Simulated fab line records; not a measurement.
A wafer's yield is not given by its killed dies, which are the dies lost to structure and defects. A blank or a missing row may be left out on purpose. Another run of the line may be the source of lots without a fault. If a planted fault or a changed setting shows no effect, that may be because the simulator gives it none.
A struck lot beside a sound one | flow n5Finfet | 16 steps out of a route of 1938
Sound: wafers L342.1, L342.2, L342.5. Struck: wafers L336.1, L336.2 (left out: L336.4, a lot-mate that was not struck); the cause follows at the end.
Per side, at each step with rows, come the tool, then ch with its chambers, and then its first start. Under that, the readings that differ: sound wafers | struck wafers | difference of the means | sigmas: that difference in standard deviations of wafers without a fault.
alike: readings with means less than 2 such deviations apart, plus words and numbers identical on both sides. not compared: withheld readings, readings lacking a value on some wafer, bounds such as >300 that could conceal the same value, and numbers that have no deviation in the record and whose values overlap.
Wherever a step has rows on one side only, a row that says differs or no value, or a row with sigmas, the two part there. When numbers do not overlap yet have no deviation, they are printed without sigmas and do not part them. A reading missing from all wafers of one side parts the sides only when that side holds two or more wafers.

first, 8 steps without rows for these wafers: N5_BEOL_M2_COAT_62 (time 60 s, resist thk 12 nm); N5_BEOL_M2_COAT_73 (time 60 s, resist thk 5 nm); N5_BEOL_M2_COAT_05 (resist thk 30 nm); N5_BEOL_M2_EBR_07; N5_BEOL_M2_SOFTBAKE_06 (time 60 s); N5_BEOL_M2_EXPOSE_08 (exposes mask M2); N5_BEOL_M2_PEB_09 (peb time 60 s); N5_BEOL_M2_DEVELOP_10 (develop time 30 s).
N5_BEOL_M2_CD_MEAS_11: target cd 16.79 nm.
  sound on cdSem-01 ch 0, day 12 10:53; struck on cdSem-03 ch 0, day 10 11:07
  alike: cdNm
N5_BEOL_M2_OVL_MEAS_12:
  sound on overlay-01 ch 0, day 12 10:55; struck on overlay-02 ch 0, day 10 11:09
  alike: M2_OVL
N5_BEOL_M2_INSPECT_13: inspects for defects (brightfield).
  sound: defectInspect-01 at day 12 10:58; struck: defectInspect-01 at day 10 11:13
  alike: rawDefectCount
N5_BEOL_M2_DESCUM_16: chemistry O2, time 7 s.
  sound on rieDiel-02 ch 1,2, day 12 11:02; struck on rieDiel-05 ch 0,1, day 10 11:15
  alike: drypumpMotorCurrentA, oesProductAu, rfVppV, showerheadPlenumPTorr, throttleValvePct
  not compared: rfHoursCounterH
N5_BEOL_M2_ETCH_74: etches underlayer in N2/H2, target depth 6.5 nm, time 5.2 s.
  sound on rieDiel-02 ch 1,2, day 12 11:04; struck on rieDiel-05 ch 0,1, day 10 11:17
reading             | sound          | struck    | difference | sigmas
etchRfOnTimeS (s)   | 5.17 5.17 5.17 | 3.70 3.71 | -1.46      | -19
oesProductAu (a.u.) | 0.66 0.62 0.61 | 0.92 0.96 | +0.31      | +4
  alike: drypumpMotorCurrentA, rfVppV, showerheadPlenumPTorr, throttleValvePct
  not compared: rfHoursCounterH
N5_BEOL_M2_ETCH_63: etches SiARC in CF4, target depth 15.6 nm, time 26 s.
  sound on rieDiel-02 ch 1,2, day 12 11:05; struck on rieDiel-05 ch 0,1, day 10 11:18
  alike: drypumpMotorCurrentA, etchRfOnTimeS, oesProductAu, rfVppV, showerheadPlenumPTorr, throttleValvePct
  not compared: rfHoursCounterH
-- record jumps: 5 days separate the struck wafers' starts on either side; left off in module BEOL_M2, taken up again in module BEOL_M4, whose first shown step is the route's number 1111 --
N5_BEOL_M4_RC_MEAS_101:
  sound on prober-01 ch 0, day 17 16:49; struck on prober-01 ch 0, day 15 15:17
  alike: DIBL_N, DIBL_P, IOFF_N, IOFF_P, ION_N, ION_P, SS_N, SS_P, VT_N, VT_P
-- record jumps: 4 days separate the struck wafers' starts on either side; left off in module BEOL_M4, taken up again in module PASSIVATION, whose first shown step is the route's number 1936 --
N5_PASSIVATION_PROBE_49:
  rows exist in the record for the struck wafers here (prober-02, day 19 19:50), but not for the sound ones

## WHERE THEY PART
Earliest at N5_BEOL_M2_ETCH_74; latest, in this record, at N5_PASSIVATION_PROBE_49.

WHY: whatever the simulator had introduced
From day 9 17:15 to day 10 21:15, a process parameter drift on rieDiel-05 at N5_BEOL_M2_ETCH_74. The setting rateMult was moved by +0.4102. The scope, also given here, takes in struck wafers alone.
